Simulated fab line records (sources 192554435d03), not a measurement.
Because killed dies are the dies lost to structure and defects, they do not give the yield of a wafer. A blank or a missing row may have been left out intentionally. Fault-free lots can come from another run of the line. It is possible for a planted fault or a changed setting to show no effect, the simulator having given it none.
A single fault, viewed from 2 desks    flow n5 finfet    only its own numbers are on each desk; what lay behind them is given at the end

THE METROLOGY DESK
Lot by lot, what the gauges showed, no matter which tool ran the lot: averages of those sampled wafers that carry a number. A lot is out of limits, marked OUT, if its mean lies more than 4 standard deviations from the usual mean; the brackets give that distance.
Columns: A = M15_RS at N5_BEOL_M15_RS_MEAS_54, usual 0.0217 ohm/sq; B = TV_OVL at N5_PASSIVATION_OVL_MEAS_60, usual -2 nm
lot   first seen here  A       B
L479  day 12 03:56     0.0216  -8
L478  day 12 06:38     0.0214  -1
L483  day 12 21:03     0.0210  1
L484  day 13 04:49     0.0212  -8
L486  day 14 03:51     0.0221  -1
L488  day 14 09:05     0.0219  -8
L485  day 15 13:20     0.0217  2
L499  day 17 03:53     0.0213  -1
L501  day 17 09:06     0.0213  0
L500  day 17 09:28     0.0216  0
L495  day 18 03:34     0.0221  -7
This desk's finding: nothing out of limits on any of the 11 lots.

FOR THE TOOL OWNER'S DESK: rie metal-02
The tool's own readings at N5_MIM_BOT_ETCH_ETCH_03 (etches the open film in Cl2/BCl3, target depth 12 nm): means of the sampled wafers that have a number, for each lot that ran on this tool. A lot is out of limits, marked OUT, if its mean lies more than 4 standard deviations from the usual mean; the brackets give that distance.
Columns: A = drypump motor current A at N5_MIM_BOT_ETCH_ETCH_03, usual 5.7 A; B = mfc cl2 sccm at N5_MIM_BOT_ETCH_ETCH_03, usual 20.00 sccm; C = oes product au at N5_MIM_BOT_ETCH_ETCH_03, usual 0.76 a.u.; D = rf fwd power W at N5_MIM_BOT_ETCH_ETCH_03, usual 794.4 W; E = throttle valve pct at N5_MIM_BOT_ETCH_ETCH_03, usual 27.38 %
lot   first seen here  A    B      C     D                         E
L478  day 12 12:27     6.1  20.00  0.68  795.4                     27.19
L483  day 13 02:36     6.1  20.05  0.67  792.8                     27.17
L484  day 13 08:55     5.6  20.02  0.67  796.4                     27.19
L486  day 14 12:29     6.1  19.97  0.87  1274.3 (+99 or more) OUT  27.19
L488  day 14 13:13     5.6  19.92  0.86  1275.1 (+99 or more) OUT  27.20
L485  day 15 17:34     6.0  19.97  1.14  1273.1 (+99 or more) OUT  27.29
L495  day 18 08:25     6.0  20.00  0.93  794.7                     27.36
This desk finds L485, L486, L488 out of limits, L486 being first, at day 14 12:29 (rf fwd power W at N5_MIM_BOT_ETCH_ETCH_03). L478, L483, L484, L495: within limits.

PUT TOGETHER
The tool owner's desk could have raised an alarm at day 14 12:29, on L485, L486, L488.
Metrology desk: nothing out of limits seen.
The metrology desk holds a record of L485, L486, L488, inside its limits.
N5_MIM_BOT_ETCH_ETCH_03 was run on rie metal-02 by each of the lots named.

WHAT THE SIMULATOR PUT IN
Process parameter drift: rie metal-02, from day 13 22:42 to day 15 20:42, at N5_MIM_BOT_ETCH_ETCH_03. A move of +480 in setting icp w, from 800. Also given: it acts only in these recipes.
Struck lots among those shown: L485, L486, L488.
Hours from the fault's start to each desk's first reading out of limits: the tool owner's desk, 14.
